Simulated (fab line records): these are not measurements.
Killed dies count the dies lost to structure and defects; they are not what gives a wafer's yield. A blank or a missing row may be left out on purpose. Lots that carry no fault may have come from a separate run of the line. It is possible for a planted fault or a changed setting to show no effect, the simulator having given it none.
Chamber matching	flow nandHarc	4 sister chambers for NHARC_P_BONDPAD_CMP_32 on cmp-04
The step polishes SiCN, target thk 200 nm. 20 wafers are shown with their chamber, then 10 later ones without.

## WAFERS WITH THEIR CHAMBER
wafer	chamber	motorCurrentA (A)	retainingRingPressureFrac
L077.2	0	10.2	0.999
L077.5	1	11.7	0.992
L077.6	0	9.4	0.996
L080.4	1	11.6	1.004
L080.5	2	11.8	0.992
L080.6	3	10.6	0.995
L083.1	2	12.0	0.997
L083.4	1	11.2	0.996
L083.6	1	12.1	0.996
L084.2	0	9.8	1.000
L084.3	3	11.1	1.001
L084.6	3	10.5	1.005
L085.2	3	11.1	0.999
L085.3	2	12.5	0.998
L085.4	0	10.3	1.008
L089.3	2	12.3	0.998
L089.4	1	12.5	1.001
L089.5	2	12.4	0.994
L091.1	2	12.3	1.005
L091.3	0	9.8	0.995

SIGNATURES (averages over the wafers above)
reading	chamber 0	chamber 1	chamber 2	chamber 3	scatter within a chamber
motorCurrentA	9.900	11.820	12.217	10.825	0.368
retainingRingPressureFrac	0.99960	0.99780	0.99733	1.00000	0.00465
Rule: a wafer's distance from a chamber is the root of the sum, over the readings, of the square of ((its reading less the chamber's mean) divided by the reading's scatter). If the next closest chamber is less than 2 further off than the closest, the wafer can't be placed; otherwise it belongs to the closest. The scatter: the root of (the sum of the squares of (reading less its chamber's mean) over the shown wafers, divided by (wafers less chambers)).

## WAFERS WITHOUT THEIR CHAMBER
wafer	motorCurrentA (A)	retainingRingPressureFrac
L091.4	10.9	1.002
L092.1	10.4	1.000
L092.2	12.1	0.998
L092.5	10.8	0.999
L094.1	11.2	1.008
L094.4	10.0	1.004
L094.5	10.5	0.995
L097.1	12.0	0.998
L097.4	10.2	1.001
L097.5	12.6	1.001

## CHAMBER TAKEN BY EACH
wafer	from the rows above	in truth
L091.4	3	3
L092.1	can't be placed: 3 or 0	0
L092.2	can't be placed: 2 or 1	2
L092.5	3	3
L094.1	can't be placed: 3 or 1 or 2 or 0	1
L094.4	can't be placed: 0 or 3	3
L094.5	can't be placed: 3 or 0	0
L097.1	can't be placed: 1 or 2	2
L097.4	can't be placed: 0 or 3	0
L097.5	can't be placed: 2 or 1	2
Correct placement for 2 of the 10. Not placeable from these rows: 8 (in 8, the candidates include the true chamber). Number placed wrongly: 0.
